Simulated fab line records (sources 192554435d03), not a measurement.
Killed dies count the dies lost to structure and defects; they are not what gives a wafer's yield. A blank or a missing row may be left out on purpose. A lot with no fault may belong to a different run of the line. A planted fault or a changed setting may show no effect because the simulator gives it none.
Comparing a struck lot with a sound one | flow n5_finfet | 28 steps out of a route of 1938
Sound: these wafers, L667.2, L667.5, L667.6. The struck wafers were L663.1, L663.2, L663.3. The cause is named last.
Per side, at each step with rows, come the tool, then ch with its chambers, and then its first start. Under that, the readings that differ: sound wafers | struck wafers | difference of the means | sigmas: that difference in standard deviations of wafers without a fault.
alike: same words and numbers on both sides, and readings whose means sit less than 2 such deviations apart. not compared: any withheld reading, any reading some wafer has no value for, any bound like >300 that may hide the same value, and any number with overlapping values for which the record gives no deviation.
The two part at a step that has a row with sigmas, a row that says differs or no value, or rows on one side only. Numbers that don't overlap but have no deviation are shown without sigmas and don't part them. Lack of a reading on every wafer of one side parts them only where that side has two or more wafers.

first, 8 steps without rows for these wafers: N5_BEOL_M2_CMP_52 (polishes, stops on SiOC, t overpolish 6.8 s, target thk 40 nm); N5_BEOL_M2_PRE_CLEAN_60 (time 15 s); N5_BEOL_M2_CO_CAP_55 (material Co, precursor CCTBA/H2, target thk 2 nm, time 102.1 s); N5_BEOL_M2_PRE_CLEAN_56 (time 15 s); N5_BEOL_M2_DEP_57 (deposits SiCN from 3MS/NH3, target thk 8 nm, time 14 s); N5_BEOL_M3_ILD_DEP_00 (deposits SiOC from DEMS/O2, target thk 79 nm, time 15.3 s); N5_BEOL_M3_PECVD_72 (deposits SiO2 from TEOS/O2, target thk 16 nm, time 18 s); N5_BEOL_M3_HM_DEP_02 (deposits TiN, target thk 20 nm).
N5_BEOL_M3_COAT_61: time 60 s, resist thk 60 nm.
  sound on litho_track-02 ch 0, day 12 05:28; struck on litho_track-01 ch 0, day 11 17:04
  reading                                  | sound                | struck               | difference | sigmas
  spin_speed_rpm (rpm)                     | 1498.6 1500.6 1497.9 | 1439.8 1440.3 1439.1 | -59.3      | -54
  model.SOC_of_BEOL_M3_COAT_61.thk_nm (nm) | 60.2 60 60.2         | 61 61 61             | +1         |
then, 11 steps without rows for these wafers: N5_BEOL_M3_COAT_62 (time 60 s, resist thk 12 nm); N5_BEOL_M3_COAT_73 (time 60 s, resist thk 5 nm); N5_BEOL_M3_COAT_05 (resist thk 30 nm); N5_BEOL_M3_EBR_07; N5_BEOL_M3_SOFTBAKE_06 (time 60 s); N5_BEOL_M3_EXPOSE_08 (exposes mask M3); N5_BEOL_M3_PEB_09 (peb time 60 s); N5_BEOL_M3_DEVELOP_10 (develop time 30 s); N5_BEOL_M3_DESCUM_16 (chemistry O2, time 7 s); N5_BEOL_M3_ETCH_74 (etches underlayer in N2/H2, target depth 6.5 nm, time 5.2 s); N5_BEOL_M3_ETCH_63 (etches SiARC in CF4, target depth 15.6 nm, time 26 s).
N5_BEOL_M3_ETCH_64: etches SOC in N2/H2, target depth 75 nm, overetch 15 nm, time 112.5 s.
  sound on rie_diel-06 ch 0,1,2, day 12 05:56; struck on rie_diel-06 ch 0,2,3, day 11 17:40
  reading                  | sound             | struck            | difference | sigmas
  model.etch.depth_nm (nm) | 60.11 59.93 60.13 | 60.96 60.98 61.01 | +0.93      |
  alike: drypump_motor_current_A, h2_flow_sccm, oes_product_au, rf_vpp_V, showerhead_plenum_p_Torr, throttle_valve_pct
  not compared: rf_hours_counter_h
then, 3 steps without rows for these wafers: N5_BEOL_M3_STRIP_65 (strips in N2/H2); N5_BEOL_M3_STRIP_75 (strips in N2/H2); N5_BEOL_M3_STRIP_66 (strips in CF4).
N5_BEOL_M3_HM_OPEN_17: chemistry Cl2/BCl3, target TiN, target depth 20 nm, overetch 6 nm.
  sound on rie_metal-01 ch 0,1, day 12 06:06; struck on rie_metal-02 ch 0,1, day 11 17:50
  reading                                  | sound        | struck       | difference | sigmas
  model.SOC_of_BEOL_M3_COAT_61.thk_nm (nm) | 52.2 52 52.2 | 53 52.6 53.2 | +1         |
  alike: drypump_motor_current_A, oes_product_au, throttle_valve_pct
  not compared: rf_hours_counter_h
then, 1 step without rows for these wafers: N5_BEOL_M3_STRIP_19 (strips in O2).
-- record jumps: 2 days separate the struck wafers' starts on either side; left off in module BEOL_M3, taken up again in module BEOL_M4, whose first shown step is the route's number 1111 --
N5_BEOL_M4_RC_MEAS_101:
  sound on prober-02 ch 0, day 15 00:09; struck on prober-02 ch 0, day 13 20:40
  alike: DIBL_N, DIBL_P, IOFF_N, IOFF_P, ION_N, ION_P, SS_N, SS_P, VT_N, VT_P
-- record jumps: 5 days separate the struck wafers' starts on either side; left off in module BEOL_M4, taken up again in module PASSIVATION, whose first shown step is the route's number 1936 --
N5_PASSIVATION_PROBE_49:
  sound on prober-02, day 19 13:14; struck on prober-02, day 18 18:12
  reading         | sound    | struck  | difference | sigmas
  killed_at_M4_up | 26 35 29 | 12 15 9 | -18        | -3
  alike: defect_limited_yield, killed_at_M0_to_M3, killed_at_contacts, killed_at_front_end, killed_at_other, killed_dies, killed_open, killed_short, sort_bin_5_function, sort_bin_6_memory, sort_bin_8_speed, sort_n_pass, sort_yield_pct

## WHERE THEY PART
Last at N5_PASSIVATION_PROBE_49 as far as this record goes, first at N5_BEOL_M3_COAT_61.

WHY: whatever the simulator had introduced
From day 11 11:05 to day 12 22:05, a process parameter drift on litho_track-01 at N5_BEOL_M3_COAT_61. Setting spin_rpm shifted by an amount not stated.
